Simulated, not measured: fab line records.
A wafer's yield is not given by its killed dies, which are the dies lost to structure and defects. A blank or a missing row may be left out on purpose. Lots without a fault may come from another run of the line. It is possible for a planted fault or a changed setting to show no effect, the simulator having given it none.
fab line records	flow n5Finfet	part 1 of 2: steps 1 to 33 of 40
[record] lots = 5	wafers = 15	lastDay = 17
route steps=1938 shown STI_FIN_REVEAL@201 DUMMY_GATE@212
lots with no fault: from the same line, run without faults
startH: hours from the record's opening day to when the first of the lot's shown wafers began	waitH: hours from the lot's prior step to this one	" unchanged from the row above	L1.1+2: a single row standing in for several wafers	- value missing, or start not given	* or withheld: withheld	< > ~ a bound
route shown NAME@n: names a module that has steps shown in the file, with the first one's number in the route	usual: mean/standard deviation of fault-free wafers	same: alike in all rows	chamber/n: place in a boat	sites: each site's reading	_std_site: the values' standard deviation	_edge_site: inner sites' mean taken away from outer sites' mean	radiusMm: how far each site lies from the wafer's centre	mask NAME#n: copy n	behind: tool/chamber where the wafer was last shaped	hold: why the lot was held/for how many hours/how that ended	device: names the non-switching transistor (n, p or np)	end of line: the same wafers' tests at the end of the route	where a step has no rows: the recipe by itself	killed: count of dies lost to structure and defects at first sort (not the wafer's yield)	map: per-die view of a wafer (x killed, . not killed, _ where there is no die)
set.NAME: the setting that was run; set.NAME@STEP: the one run at that earlier step	model.NAME: the simulator's own value behind a step, which no gauge read
lots at some steps of the route; a table a step, a row a wafer
services: the hour from which a tool's chamber was out of use, counted from the record's first day as startH (under 0 if before that day), plus the number of hours and why
[[steps]]
[step N5_STI_FIN_REVEAL_PRECLEAN_32]
[recipe] chemistry = NF3:NH3	afsCycles = 1	tempC = 30	timeS = 20	sublimationTempC = 180	sublimationTimeS = 60	pressureTorr = 3	rfPowerW = 30
lot.wafer	tool	chamber	startH	waitH
L080.1+2+6	remotePlasma-01	1	74.10	0.1
L090.2+3+5	remotePlasma-02	1	134.00	0.1
L092.1+2+3	remotePlasma-02	1	145.66	0.1
L095.2+5+6	remotePlasma-01	0	162.88	0.1
L096.2+4+6	remotePlasma-01	0	170.47	0.1
[step N5_STI_FIN_REVEAL_STRIP_35]
[recipe] chemistry = H3PO4	material = Si3N4	tempC = 165	targetDepthA = 40	timeS = 39
lot.wafer	tool	chamber	startH	waitH
L080.1+2+6	wetBench-01	2,1,7	74.31	0.2
L090.2+3+5	wetBench-02	0,1,7	134.18	0.2
L092.1+2+3	wetBench-01	1,7,6	145.87	0.2
L095.2+5+6	wetBench-02	4,3,6	163.06	0.2
L096.2+4+6	wetBench-01	2,4,7	170.65	0.2
[step N5_STI_FIN_REVEAL_SRD_21]
[recipe] dry = ipaMarangoni	timeS = 30	tempC = 23	rinseLiquid = diw
lot.wafer	tool	chamber	startH	waitH
L080.1+2+6	wetBench-01	2,1,7	74.32	0.0
L090.2+3+5	wetBench-02	0,1,7	134.20	0.0
L092.1+2+3	wetBench-01	1,7,6	145.89	0.0
L095.2+5+6	wetBench-02	4,3,6	163.07	0.0
L096.2+4+6	wetBench-01	2,4,7	170.67	0.0
[step N5_STI_FIN_REVEAL_OXIDATION_33]
[recipe] chemistry = O2_PLASMA_REMOTE	tempC = 150	timeS = 20	pressureMtorr = 1000	sourcePowerW = 2000	o2FlowSccm = 3000
[usual] drypumpMotorCurrentA = 5.6/0.62	heaterPowerW = 144/23
lot.wafer	tool	chamber	startH	waitH	drypumpMotorCurrentA	heaterPowerW	rfHoursCounterH
L080.1	plasmaAsher-01	0	74.37	0.0	5.1	148	84
L080.2	"	1	"	"	6.5	114	84
L080.6	"	1	"	"	6.5	116	-
L090.2	plasmaAsher-01	1	134.37	0.2	6.5	118	97
L090.3	"	1	"	"	6.5	117	-
L090.5	"	1	"	"	6.5	117	-
L092.1	plasmaAsher-01	0	145.93	0.0	5.1	148	99
L092.2	"	1	"	"	6.5	114	99
L092.3	"	1	"	"	6.5	115	-
L095.2	plasmaAsher-02	0	163.11	0.0	5.5	145	52
L095.5	"	1	"	"	5.1	180	-
L095.6	"	0	"	"	5.5	150	-
L096.2	plasmaAsher-02	0	170.71	0.0	5.5	145	53
L096.4	"	1	"	"	5.1	184	-
L096.6	"	0	"	"	5.4	146	-
[step N5_STI_FIN_REVEAL_CLEAN_19]
[recipe] chemistry = O3/DIW	tempC = 25	timeS = 120	o3Ppm = 10
lot.wafer	tool	chamber	startH	waitH
L080.1+2+6	wetBench-02	3,1,6	74.46	0.1
L090.2+3+5	wetBench-02	7,3,5	134.45	0.1
L092.1+2+3	wetBench-01	7,0,6	146.02	0.1
L095.2+5+6	wetBench-04	3,1,5	163.20	0.1
L096.2+4+6	wetBench-02	4,2,7	170.80	0.1
[step N5_STI_FIN_REVEAL_SRD_23]
[recipe] dry = ipaMarangoni	timeS = 30	tempC = 23	rinseLiquid = diw
lot.wafer	tool	chamber	startH	waitH
L080.1+2+6	wetBench-02	3,1,6	74.49	0.0
L090.2+3+5	wetBench-02	7,3,5	134.49	0.0
L092.1+2+3	wetBench-01	7,0,6	146.06	0.0
L095.2+5+6	wetBench-04	3,1,5	163.24	0.0
L096.2+4+6	wetBench-02	4,2,7	170.87	0.0
[step N5_STI_FIN_REVEAL_CD_MEAS_22]
[recipe] targetCdNm = 6.238	pitchNm = 28	polarity = line
[usual] cdNm = 6.21/0.29
lot.wafer	tool	chamber	startH	waitH	cdNm
L080.1	cdSem-01	-	74.53	0.0	5.98
L080.2	"	-	"	"	6.09
L080.6	"	-	"	"	6.45
L090.2	cdSem-02	-	134.53	0.0	6.04
L090.3	"	-	"	"	5.85
L090.5	"	-	"	"	6.29
L092.1	cdSem-02	-	146.10	0.0	6.37
L092.2	"	-	"	"	6.23
L092.3	"	-	"	"	6.04
L095.2	cdSem-02	-	163.28	0.0	5.91
L095.5	"	-	"	"	6.30
L095.6	"	-	"	"	5.61
L096.2	cdSem-01	-	170.93	0.0	6.46
L096.4	"	-	"	"	6.19
L096.6	"	-	"	"	6.67
[step N5_STI_FIN_REVEAL_FIN_H_MEAS_10]
[usual] trenchDepthNm = 52.1/0.82
lot.wafer	tool	chamber	startH	waitH	trenchDepthNm
L080.1	ocd-01	-	74.56	0.0	51.1
L080.2	"	-	"	"	52.4
L080.6	"	-	"	"	52.1
L090.2	ocd-01	-	134.56	0.0	52.6
L090.3	"	-	"	"	52.7
L090.5	"	-	"	"	52.4
L092.1	ocd-02	-	146.13	0.0	53.4
L092.2	"	-	"	"	53.1
L092.3	"	-	"	"	51.1
L095.2	ocd-02	-	163.31	0.0	52.3
L095.5	"	-	"	"	52.4
L095.6	"	-	"	"	52.5
L096.2	ocd-02	-	170.96	0.0	53.4
L096.4	"	-	"	"	53.2
L096.6	"	-	"	"	53.3
[step N5_STI_FIN_REVEAL_PRECLEAN_18]
[recipe] chemistry = SC2	timeS = 45	tempC = 35	mix = 1:1:50
lot.wafer	tool	chamber	startH	waitH
L080.1+2+6	wetBench-01	3,0,7	74.59	0.0
L090.2+3+5	wetBench-01	0,4,5	134.59	0.0
L092.1+2+3	wetBench-01	5,2,3	146.19	0.1
L095.2+5+6	wetBench-02	7,5,1	163.34	0.0
L096.2+4+6	wetBench-01	0,6,1	170.99	0.0
[step N5_STI_FIN_REVEAL_SRD_28]
[recipe] dry = ipaMarangoni	timeS = 30	tempC = 23	rinseLiquid = diw
lot.wafer	tool	chamber	startH	waitH
L080.1+2+6	wetBench-01	3,0,7	74.61	0.0
L090.2+3+5	wetBench-01	0,4,5	134.61	0.0
L092.1+2+3	wetBench-01	5,2,3	146.21	0.0
L095.2+5+6	wetBench-02	7,5,1	163.36	0.0
L096.2+4+6	wetBench-01	0,6,1	171.01	0.0
[step N5_STI_FIN_REVEAL_INSPECT_13]
[recipe] inspectInstrument = darkfield	mode = postClean
[usual] rawDefectCount = 12/5
lot.wafer	tool	chamber	startH	waitH	rawDefectCount
L080.1	defectInspect-02	-	74.65	0.0	9
L080.2	"	-	"	"	9
L080.6	"	-	"	"	5
L090.2	defectInspect-01	-	134.65	0.0	8
L090.3	"	-	"	"	16
L090.5	"	-	"	"	11
L092.1	defectInspect-02	-	146.25	0.0	9
L092.2	"	-	"	"	13
L092.3	"	-	"	"	8
L095.2	defectInspect-01	-	163.40	0.0	12
L095.5	"	-	"	"	17
L095.6	"	-	"	"	12
L096.2	defectInspect-01	-	171.05	0.0	7
L096.4	"	-	"	"	9
L096.6	"	-	"	"	4
[step N5_DUMMY_GATE_PRECLEAN_00]
[recipe] chemistry = O3/DIW	timeS = 60	tempC = 22	o3Ppm = 10
lot.wafer	tool	chamber	startH	waitH
L080.1+2+6	wetBench-05	6,0,5	74.68	0.0
L090.2+3+5	wetBench-06	0,1,4	134.68	0.0
L092.1+2+3	wetBench-03	0,3,4	146.27	0.0
L095.2+5+6	wetBench-05	2,5,7	163.42	0.0
L096.2+4+6	wetBench-03	6,0,5	171.07	0.0
[step N5_DUMMY_GATE_SRD_01]
[recipe] timeS = 30	tempC = 23	rinseLiquid = diw	dry = ipaMarangoni
lot.wafer	tool	chamber	startH	waitH
L080.1+2+6	wetBench-05	6,0,5	74.70	0.0
L090.2+3+5	wetBench-06	0,1,4	134.69	0.0
L092.1+2+3	wetBench-03	0,3,4	146.29	0.0
L095.2+5+6	wetBench-05	2,5,7	163.44	0.0
L096.2+4+6	wetBench-03	6,0,5	171.09	0.0
[step N5_DUMMY_GATE_ALD_02]
[recipe] material = SiO2	targetThkA = 20	tempC = 300	aldPrecursorFamily = BDEAS	aldCoReactant = O2-plasma	pulseTimeS = 1	pressureTorr = 2
[usual] heaterPowerW = 467/42	precursorPulseHeightRel = 1.002/0.02
lot.wafer	tool	chamber	startH	waitH	heaterPowerW	precursorPulseHeightRel
L080.1	aldSin-02	3	74.74	0.0	451	1.004
L080.2	"	2	"	"	469	0.980
L080.6	"	2	"	"	453	1.006
L090.2	aldSin-04	1	134.74	0.0	508	1.025
L090.3	"	3	"	"	470	1.015
L090.5	"	3	"	"	479	0.992
L092.1	aldSin-04	1	146.34	0.0	489	1.005
L092.2	"	2	"	"	481	0.988
L092.3	"	0	"	"	543	0.956
L095.2	aldSin-01	1	163.49	0.0	477	1.018
L095.5	"	0	"	"	411	0.990
L095.6	"	2	"	"	402	1.019
L096.2	aldSin-02	2	171.14	0.0	451	0.998
L096.4	"	1	"	"	501	1.011
L096.6	"	3	"	"	472	0.978
[step N5_DUMMY_GATE_CVD_03]
[recipe] material = a-Si	targetThkA = 1500	tempC = 530	precursor = SiH4	timeS = 8042
[usual] spikeTcTopC = 553.9/0.79	zonePowerCentrePct = 7.5/0.41	zonePowerTopPct = 16.8/0.53
lot.wafer	tool	chamber	startH	waitH	spikeTcTopC	zonePowerCentrePct	zonePowerTopPct
L080.1	lpcvd-01	0/90	74.85	0.1	554.7	7.8	17.6
L080.2	"	0/95	"	"	554.7	7.8	17.6
L080.6	"	0/114	"	"	554.7	7.8	17.6
L090.2	lpcvd-01	0/95	134.85	0.1	554.9	7.8	17.5
L090.3	"	0/100	"	"	554.9	7.8	17.5
L090.5	"	0/109	"	"	554.9	7.8	17.5
L092.1	lpcvd-01	1/90	146.45	0.1	553.1	7.4	16.4
L092.2	"	1/95	"	"	553.1	7.4	16.4
L092.3	"	1/100	"	"	553.1	7.4	16.4
L095.2	lpcvd-01	0/20	163.60	0.1	554.7	7.8	17.5
L095.5	"	0/34	"	"	554.7	7.8	17.5
L095.6	"	0/39	"	"	554.7	7.8	17.5
L096.2	lpcvd-01	0/45	171.25	0.1	554.7	7.8	17.5
L096.4	"	0/54	"	"	554.7	7.8	17.5
L096.6	"	0/64	"	"	554.7	7.8	17.5
[step N5_DUMMY_GATE_PRECLEAN_46]
[recipe] chemistry = DIW	timeS = 89.5	tempC = 23
lot.wafer	tool	chamber	startH	waitH
L080.1+2+6	wetBench-05	2,3,1	78.54	0.0
L090.2+3+5	wetBench-03	2,3,7	138.52	0.0
L092.1+2+3	wetBench-03	6,1,0	150.13	0.0
L095.2+5+6	wetBench-03	3,5,1	167.27	0.0
L096.2+4+6	wetBench-03	4,2,6	174.94	0.0
[step N5_DUMMY_GATE_SRD_47]
[recipe] dryTimeS = 32	dry = n2Spin	spinRpm = 1500
lot.wafer	tool	chamber	startH	waitH
L080.1+2+6	wetBench-05	2,3,1	78.57	0.0
L090.2+3+5	wetBench-03	2,3,7	138.55	0.0
L092.1+2+3	wetBench-03	6,1,0	150.16	0.0
L095.2+5+6	wetBench-03	3,5,1	167.30	0.0
L096.2+4+6	wetBench-03	4,2,6	174.96	0.0
[step N5_DUMMY_GATE_CMP_04]
[recipe] material = a-Si	postCmpClean = alkalineBrush
[usual] motorCurrentA = 10.3/0.69	timeToEndpointS = 14.1/2.3
lot.wafer	tool	chamber	startH	waitH	motorCurrentA	timeToEndpointS
L080.2	cmp-04	0	78.63	0.1	9.1	13.2
L080.1	"	2	"	"	10.6	13.4
L080.6	"	0	"	"	9.2	11.9
L090.2	cmp-01	1	138.58	0.0	10.9	16.6
L090.3	"	2	"	"	11.6	15.9
L090.5	"	2	"	"	10.7	19.8
L092.2	cmp-02	1	150.19	0.0	9.3	15.0
L092.1	"	3	"	"	10.3	10.2
L092.3	"	0	"	"	10.7	16.0
L095.2	cmp-02	3	167.33	0.0	10.3	9.2
L095.6	"	3	"	"	10.4	12.2
L095.5	"	0	"	"	10.8	11.8
L096.2	cmp-02	2	175.03	0.1	10.3	13.8
L096.4	"	0	"	"	10.7	13.9
L096.6	"	1	"	"	9.3	13.9
[step N5_DUMMY_GATE_THK_MEAS_05]
[usual] thkNm = 72.1/1.1
lot.wafer	tool	chamber	startH	waitH	thkNm
L080.1	filmMetro-01	-	78.84	0.1	73.0
L080.2	"	-	"	"	72.6
L080.6	"	-	"	"	71.5
L090.2	filmMetro-02	-	138.82	0.2	72.9
L090.3	"	-	"	"	73.2
L090.5	"	-	"	"	74.3
L092.1	filmMetro-02	-	150.43	0.1	71.3
L092.2	"	-	"	"	73.1
L092.3	"	-	"	"	72.0
L095.2	filmMetro-01	-	167.57	0.2	70.1
L095.5	"	-	"	"	71.9
L095.6	"	-	"	"	70.3
L096.2	filmMetro-01	-	175.24	0.2	72.2
L096.4	"	-	"	"	72.7
L096.6	"	-	"	"	73.0
[step N5_DUMMY_GATE_HM_DEP_06]
[recipe] material = SiNx	targetThkA = 800	precursor = DCS/NH3	tempC = 700	pressureMtorr = 300	timeS = 5141
[usual] spikeTcTopC = 717.1/0.8	zonePowerCentrePct = 11.6/0.87	zonePowerTopPct = 24.1/0.45
lot.wafer	tool	chamber	startH	waitH	spikeTcTopC	zonePowerCentrePct	zonePowerTopPct
L080.1	lpcvd-02	0/65	78.87	0.0	717.9	12.4	24.1
L080.2	"	0/70	"	"	717.9	12.4	24.1
L080.6	"	0/89	"	"	717.9	12.4	24.1
L090.2	lpcvd-01	1/20	138.85	0.0	716.2	11.7	24.2
L090.3	"	1/25	"	"	716.2	11.7	24.2
L090.5	"	1/34	"	"	716.2	11.7	24.2
L092.1	lpcvd-02	0/90	150.46	0.0	717.0	12.3	24.1
L092.2	"	0/95	"	"	717.0	12.3	24.1
L092.3	"	0/100	"	"	717.0	12.3	24.1
L095.2	lpcvd-02	0/20	167.60	0.0	717.7	12.3	24.3
L095.5	"	0/34	"	"	717.7	12.3	24.3
L095.6	"	0/39	"	"	717.7	12.3	24.3
L096.2	lpcvd-02	1/20	175.26	0.0	716.3	10.3	23.7
L096.4	"	1/29	"	"	716.3	10.3	23.7
L096.6	"	1/39	"	"	716.3	10.3	23.7
[step N5_DUMMY_GATE_PECVD_30]
[recipe] material = SiO2	targetThkA = 550	tempC = 400	precursor = TEOS/O2	pressureTorr = 6.5	rfW = withheld	teosFlowSccm = withheld	gas = O2	flowSccm = 2650	timeS = 10.8
lot.wafer	tool	chamber	startH	waitH
L080.1+2+6	pecvd-03	0,2,1	82.81	0.0
L090.2+3+5	pecvd-03	1,0,1	142.79	0.0
L092.1+2+3	pecvd-04	1,2,2	154.40	0.0
L095.2+5+6	pecvd-02	0,0,1	171.54	0.0
L096.2+4+6	pecvd-02	0,2,0	179.20	0.0
[step N5_DUMMY_GATE_COAT_34]
[recipe] resist = SOC	tempC = 250	timeS = 60	spinRpm = 1500	resistThkNm = 60
lot.wafer	tool	chamber	startH	waitH
L080.1+2+6	lithoTrack-03	0	82.87	0.0
L090.2+3+5	lithoTrack-03	0	142.85	0.0
L092.1+2+3	lithoTrack-03	0	154.48	0.1
L095.2+5+6	lithoTrack-05	0	171.60	0.0
L096.2+4+6	lithoTrack-03	0	179.28	0.1
[step N5_DUMMY_GATE_COAT_35]
[recipe] resist = SiARC	tempC = 220	timeS = 60	spinRpm = 1500	resistThkNm = 10
lot.wafer	tool	chamber	startH	waitH
L080.1+2+6	lithoTrack-03	0	-	-
L090.2+3+5	lithoTrack-03	0	-	-
L092.1+2+3	lithoTrack-03	0	-	-
L095.2+5+6	lithoTrack-05	0	-	-
L096.2+4+6	lithoTrack-03	0	-	-
[step N5_DUMMY_GATE_COAT_28]
[recipe] resist = underlayer	tempC = 205	timeS = 60	spinRpm = 1500	resistThkNm = 10
lot.wafer	tool	chamber	startH	waitH
L080.1+2+6	lithoTrack-03	0	-	-
L090.2+3+5	lithoTrack-03	0	-	-
L092.1+2+3	lithoTrack-03	0	-	-
L095.2+5+6	lithoTrack-05	0	-	-
L096.2+4+6	lithoTrack-03	0	-	-
[step N5_DUMMY_GATE_COAT_09]
[recipe] resist = CAR-EUV	spinRpm = 1500	resistThkNm = 30
lot.wafer	tool	chamber	startH	waitH
L080.1+2+6	lithoTrack-03	0	-	-
L090.2+3+5	lithoTrack-03	0	-	-
L092.1+2+3	lithoTrack-03	0	-	-
L095.2+5+6	lithoTrack-05	0	-	-
L096.2+4+6	lithoTrack-03	0	-	-
[step N5_DUMMY_GATE_EBR_11]
[recipe] solvent = PGMEA	ebrWidthMm = 1.5
lot.wafer	tool	chamber	startH	waitH
L080.1+2+6	lithoTrack-03	0	-	-
L090.2+3+5	lithoTrack-03	0	-	-
L092.1+2+3	lithoTrack-03	0	-	-
L095.2+5+6	lithoTrack-05	0	-	-
L096.2+4+6	lithoTrack-03	0	-	-
[step N5_DUMMY_GATE_SOFTBAKE_10]
[recipe] tempC = 110	timeS = 60	resist = CAR-EUV
lot.wafer	tool	chamber	startH	waitH
L080.1+2+6	lithoTrack-03	0	-	-
L090.2+3+5	lithoTrack-03	0	-	-
L092.1+2+3	lithoTrack-03	0	-	-
L095.2+5+6	lithoTrack-05	0	-	-
L096.2+4+6	lithoTrack-03	0	-	-
[step N5_DUMMY_GATE_EXPOSE_12]
[recipe] maskId = GATE	na = 0.33	sourceShape = annular	sigmaInner = 0.2	sigmaOuter = 0.6	polarization = unpolarized	targetCdNm = 25	doseMj = 34
[same] na = 0.33
lot.wafer	tool	chamber	startH	waitH	mask
L080.1+2+6	euvScanner-02	0	83.00	-	GATE#0
L090.2+3+5	euvScanner-02	0	143.02	-	GATE#0
L092.1+2+3	euvScanner-02	0	154.63	-	GATE#0
L095.2+5+6	euvScanner-01	0	171.87	-	GATE#0
L096.2+4+6	euvScanner-02	0	179.55	-	GATE#0
[step N5_DUMMY_GATE_PEB_13]
[recipe] pebTempC = 100	pebTimeS = 60	resist = CAR-EUV
lot.wafer	tool	chamber	startH	waitH
L080.1+2+6	lithoTrack-01	0	83.06	0.1
L090.2+3+5	lithoTrack-03	0	143.08	0.0
L092.1+2+3	lithoTrack-03	0	154.68	0.1
L095.2+5+6	lithoTrack-01	0	171.92	0.0
L096.2+4+6	lithoTrack-03	0	179.60	0.0
[step N5_DUMMY_GATE_DEVELOP_14]
[recipe] developTimeS = 30	developer = TMAH	resist = CAR-EUV	rinseLiquid = surfactantRinse	dry = airSpin	devTempC = 23
lot.wafer	tool	chamber	startH	waitH
L080.1+2+6	lithoTrack-01	0	-	-
L090.2+3+5	lithoTrack-03	0	-	-
L092.1+2+3	lithoTrack-03	0	-	-
L095.2+5+6	lithoTrack-01	0	-	-
L096.2+4+6	lithoTrack-03	0	-	-
[step N5_DUMMY_GATE_CD_MEAS_15]
[recipe] targetCdNm = 25.8	landingEnergyEv = 500	detector = seInlens
[usual] cdNm = 25.09/0.22
lot.wafer	tool	chamber	startH	waitH	cdNm
L080.1	cdSem-03	0	83.13	-	24.88
L080.2	"	0	"	"	24.98
L080.6	"	0	"	"	25.24
L090.2	cdSem-03	0	143.15	-	24.92
L090.3	"	0	"	"	24.85
L090.5	"	0	"	"	24.87
L092.1	cdSem-02	0	154.75	-	25.24
L092.2	"	0	"	"	25.17
L092.3	"	0	"	"	24.94
L095.2	cdSem-03	0	171.99	-	24.60
L095.5	"	0	"	"	24.89
L095.6	"	0	"	"	24.93
L096.2	cdSem-01	0	179.67	-	25.08
L096.4	"	0	"	"	25.08
L096.6	"	0	"	"	25.12
[step N5_DUMMY_GATE_OVL_MEAS_16]
[recipe] pointsPerWafer = 522
[usual] GATE_OVL = 0.0/0.61
lot.wafer	tool	chamber	startH	waitH	GATE_OVL[nm]
L080.1	overlay-01	0	83.17	0.0	1.4
L080.2	"	0	"	"	0.8
L080.6	"	0	"	"	-0.1
L090.2	overlay-01	0	143.19	0.0	-0.2
L090.3	"	0	"	"	-0.1
L090.5	"	0	"	"	-0.5
L092.1	overlay-02	0	154.79	0.0	0.7
L092.2	"	0	"	"	0.4
L092.3	"	0	"	"	1.0
L095.2	overlay-01	0	172.03	0.0	-0.9
L095.5	"	0	"	"	-0.7
L095.6	"	0	"	"	-0.3
L096.2	overlay-01	0	179.71	0.0	1.1
L096.4	"	0	"	"	0.5
L096.6	"	0	"	"	0.7
[step N5_DUMMY_GATE_INSPECT_17]
[recipe] mode = adi	inspectInstrument = brightfield
[usual] rawDefectCount = 211/60
lot.wafer	tool	chamber	startH	waitH	rawDefectCount
L080.1	defectInspect-01	-	83.23	0.1	193
L080.2	"	-	"	"	155
L080.6	"	-	"	"	162
L090.2	defectInspect-01	-	143.24	0.0	195
L090.3	"	-	"	"	247
L090.5	"	-	"	"	182
L092.1	defectInspect-01	-	154.85	0.1	161
L092.2	"	-	"	"	192
L092.3	"	-	"	"	194
L095.2	defectInspect-01	-	172.09	0.0	195
L095.5	"	-	"	"	342
L095.6	"	-	"	"	293
L096.2	defectInspect-01	-	179.76	0.0	158
L096.4	"	-	"	"	174
L096.6	"	-	"	"	197
